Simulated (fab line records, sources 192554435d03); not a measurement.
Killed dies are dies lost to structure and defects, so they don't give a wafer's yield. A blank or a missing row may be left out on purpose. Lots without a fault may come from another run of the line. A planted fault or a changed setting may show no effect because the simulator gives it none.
Chamber matching | flow n5_finfet | N5_BEOL_M1_ETCHBACK_99 on rie_diel-02: 4 sister chambers
The step etches SiO2 in CHF3, target depth 5 nm, time 10.4 s. 4 wafers are shown with their chamber, then 9 later ones without.

WAFERS WITH THEIR CHAMBER
wafer  | chamber | showerhead_plenum_p_Torr (Torr)
L085.2 | 1       | 2.07
L087.2 | 2       | 2.13
L087.3 | 3       | 2.21
L087.5 | 0       | 2.26

WAFERS WITHOUT THEIR CHAMBER
wafer  | showerhead_plenum_p_Torr (Torr)
L090.1 | 2.21
L090.5 | 2.26
L090.6 | 2.06
L093.3 | 2.21
L093.5 | 2.06
L093.6 | 2.26
L097.1 | 2.06
L097.2 | 2.21
L097.6 | 2.21

WHICH CHAMBER EACH WENT THROUGH
wafer  | from the rows above | in truth
L090.1 | 3                   | 3
L090.5 | 0                   | 0
L090.6 | 1                   | 1
L093.3 | 3                   | 3
L093.5 | 1                   | 1
L093.6 | 0                   | 0
L097.1 | 1                   | 1
L097.2 | 3                   | 3
L097.6 | 3                   | 3
Placed correctly: 9 of 9. Can't be placed from these rows: 0. Placed wrongly: 0.
How it was worked out, from the rows above alone: a wafer's distance from a chamber is the root of the sum, over the readings, of the square of ((its reading less the chamber's mean) divided by the reading's scatter). The wafer belongs to the nearest chamber; if the next one is less than 2 further off, it can't be placed. A chamber's mean is the mean of its shown wafers. The scatter: with one shown wafer a chamber, the root of the mean of the squares of how far each hidden wafer lies from its nearest shown one.
